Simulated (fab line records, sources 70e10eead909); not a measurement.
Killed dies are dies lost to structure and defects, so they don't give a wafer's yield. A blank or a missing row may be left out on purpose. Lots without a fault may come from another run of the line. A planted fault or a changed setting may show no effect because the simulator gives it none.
Chamber matching | flow nand_harc | NHARC_P_M0_PRE_CLEAN_31 on pecvd-03: 3 sister chambers
The step time 12 s. 3 wafers are shown with their chamber, then 8 later ones without.

WAFERS WITH THEIR CHAMBER
wafer  | chamber | heater_power_w (W)
L080.4 | 2       | 655
L081.6 | 0       | 699
L082.1 | 1       | 534

WAFERS WITHOUT THEIR CHAMBER
wafer  | heater_power_w (W)
L082.2 | 641
L082.6 | 528
L086.2 | 552
L086.4 | 565
L086.6 | 795
L094.1 | 578
L094.2 | 602
L094.4 | 588

WHICH CHAMBER EACH WENT THROUGH
wafer  | from the rows above          | in truth
L082.2 | can't be placed: 2 or 0 or 1 | 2
L082.6 | 1                            | 1
L086.2 | can't be placed: 1 or 2      | 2
L086.4 | can't be placed: 1 or 2      | 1
L086.6 | can't be placed: 0 or 2      | 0
L094.1 | can't be placed: 1 or 2 or 0 | 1
L094.2 | can't be placed: 2 or 1 or 0 | 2
L094.4 | can't be placed: 1 or 2 or 0 | 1
Placed correctly: 1 of 8. Can't be placed from these rows: 7 (the true chamber is among the candidates in 7). Placed wrongly: 0.
How it was worked out, from the rows above alone: a wafer's distance from a chamber is the root of the sum, over the readings, of the square of ((its reading less the chamber's mean) divided by the reading's scatter). The wafer belongs to the nearest chamber; if the next one is less than 2 further off, it can't be placed. A chamber's mean is the mean of its shown wafers. The scatter: with one shown wafer a chamber, the root of the mean of the squares of how far each hidden wafer lies from its nearest shown one.
